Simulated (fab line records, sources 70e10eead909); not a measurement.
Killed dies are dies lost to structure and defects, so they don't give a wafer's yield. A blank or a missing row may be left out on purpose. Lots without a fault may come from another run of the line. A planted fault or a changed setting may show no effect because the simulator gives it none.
Chamber matching | flow nand_harc | NHARC_P_GATE_DESCUM_61 on rie_diel-04: 4 sister chambers
The step chemistry O2, time 3 s. 16 wafers are shown with their chamber, then 8 later ones without.

WAFERS WITH THEIR CHAMBER
wafer  | chamber | drypump_motor_current_A (A) | oes_product_au (a.u.) | rf_vpp_V (V)
L567.1 | 0       | 5.4                         | 1.008                 | 57.6
L567.2 | 3       | 5.2                         | 0.992                 | 57.7
L567.5 | 3       | 5.3                         | 0.980                 | 57.0
L569.1 | 0       | 5.3                         | 0.997                 | 56.2
L569.5 | 0       | 5.4                         | 0.997                 | 57.6
L569.6 | 2       | 5.8                         | 0.993                 | 58.3
L571.2 | 2       | 5.8                         | 0.999                 | 57.3
L571.3 | 0       | 5.4                         | 0.998                 | 56.6
L571.5 | 0       | 5.4                         | 1.001                 | 56.1
L572.4 | 0       | 5.4                         | 1.002                 | 58.0
L572.5 | 0       | 5.4                         | 1.005                 | 58.2
L572.6 | 3       | 5.2                         | 0.993                 | 56.2
L574.4 | 1       | 5.0                         | 0.981                 | 58.9
L574.5 | 1       | 5.0                         | 0.988                 | 57.7
L574.6 | 0       | 5.4                         | 1.005                 | 58.0
L578.1 | 2       | 5.8                         | 0.983                 | 59.1

SIGNATURES (means of the wafers above)
reading                 | chamber 0 | chamber 1 | chamber 2 | chamber 3 | scatter within a chamber
drypump_motor_current_A | 5.388     | 5.000     | 5.800     | 5.233     | 0.0358
oes_product_au          | 1.00162   | 0.98450   | 0.99167   | 0.98833   | 0.00563
rf_vpp_V                | 57.288    | 58.300    | 58.233    | 56.967    | 0.846
Rule: a wafer's distance from a chamber is the root of the sum, over the readings, of the square of ((its reading less the chamber's mean) divided by the reading's scatter). The wafer belongs to the nearest chamber; if the next one is less than 2 further off, it can't be placed. The scatter: the root of (the sum of the squares of (reading less its chamber's mean) over the shown wafers, divided by (wafers less chambers)).

WAFERS WITHOUT THEIR CHAMBER
wafer  | drypump_motor_current_A (A) | oes_product_au (a.u.) | rf_vpp_V (V)
L578.2 | 5.0                         | 0.994                 | 57.7
L578.6 | 5.8                         | 0.983                 | 57.6
L588.1 | 5.4                         | 1.007                 | 57.0
L588.4 | 5.8                         | 0.998                 | 58.2
L588.5 | 5.3                         | 0.977                 | 56.3
L589.2 | 5.4                         | 1.019                 | 57.0
L589.3 | 5.8                         | 0.999                 | 59.9
L589.6 | 5.3                         | 1.019                 | 57.2

WHICH CHAMBER EACH WENT THROUGH
wafer  | from the rows above     | in truth
L578.2 | 1                       | 1
L578.6 | 2                       | 2
L588.1 | 0                       | 0
L588.4 | 2                       | 2
L588.5 | 3                       | 3
L589.2 | 0                       | 0
L589.3 | 2                       | 2
L589.6 | can't be placed: 0 or 3 | 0
Placed correctly: 7 of 8. Can't be placed from these rows: 1 (the true chamber is among the candidates in 1). Placed wrongly: 0.
